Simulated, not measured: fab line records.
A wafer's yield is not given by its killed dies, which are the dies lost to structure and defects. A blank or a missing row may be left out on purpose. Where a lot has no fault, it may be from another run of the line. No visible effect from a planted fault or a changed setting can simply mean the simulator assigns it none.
8D (eight disciplines) problem report, filled in by code || flow n5 finfet || the parts of the form that need people (team, actions taken, sign-off) are left out

1. WHAT IS WRONG
At N5_FIN_SAQP_ETCH_34, etch rf on time s averages 10.66 s over 9 wafers from 3 lots, while fault-free wafers read 14.99 s, standard deviation 0.19. Relative to the usual mean, that is a shift of -23 standard deviations.
The step: etches SiO2 in C4F6/O2, target depth 45 nm, time 15 s.
Seen first at day 5 03:17 on rie diel-01, wafer L570.1. Wafers with a number at this step in the record: 27, from 9 lots. By rule, "out" or "out of limits" means more than 4 standard deviations away from the usual mean. Any other wafer with a number is counted as sound.

2. WHAT IT IS; WHAT IT IS NOT
{"question": "which readings at this step", "is": "etch rf on time s", "is not": "drypump motor current A, mfc ar sccm, rf vpp V, showerhead plenum p Torr, throttle valve pct"}
{"question": "which lots", "is": "L570, L571, L573", "is not": "L559, L564, L569, L572, L579, L580"}
{"question": "which wafers of those lots", "is": "all that have a number", "is not": "-"}
{"question": "read on which tools", "is": "rie diel-01", "is not": "rie diel-02"}
{"question": "when", "is": "from day 5 03:17", "is not": "up to then (9 sound wafers); but 9 sound wafers of L572, L579, L580 came after"}

3. WHAT RULES OUT EACH SUSPECT
Counting: a tool at any process step up to the reading remains a suspect when it ran all the lots that are out and ran no sound lot after the first of those.
- rie diel-01 at N5_FIN_SAQP_ETCH_34 (etches SiO2 in C4F6/O2, target depth 45 nm, time 15 s): kept. It ran every lot that is out, first L570 (day 5 03:17), and no sound lot after that; its last sound lot up to then is L569 (day 4 20:23). Its own readings are out on those wafers: etch rf on time s.
After counting, what remains is rie diel-01 at N5_FIN_SAQP_ETCH_34.

4. THE CAUSE (what the simulator had put in)
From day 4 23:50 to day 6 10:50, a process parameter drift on rie diel-01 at N5_FIN_SAQP_ETCH_34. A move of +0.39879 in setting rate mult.
This tool alone remained once counting was done.

5. THE EFFECT CHAIN, in route order
Each row: a reading where the mean over the struck wafers with a number is more than 3 standard deviations away from the usual. Only readings for which the record gives a usual standard deviation are gone through. hours: the time from each lot's start at the first step in this table that gives one to its start at this step, as a median over the lots. sigmas: the change in usual standard deviations.
{"hours": 0, "step": "N5_FIN_SAQP_ETCH_34", "reading": "etch rf on time s", "usual": "14.99 s", "on struck wafers": 10.66, "change": -4.33, "sigmas": -23}
Its process steps:
- N5_FIN_SAQP_ETCH_34: etches SiO2 in C4F6/O2, target depth 45 nm, time 15 s.
At these later measuring or inspecting steps, every struck wafer for which the step has a row has a number for every such reading, and none has moved that far: N5_BEOL_M4_RC_MEAS_101.

6. HOW IT WOULD HAVE BEEN CAUGHT EARLIER
First out-of-limits reading in this record: day 5 03:17, which is 3 hours after fault onset at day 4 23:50.
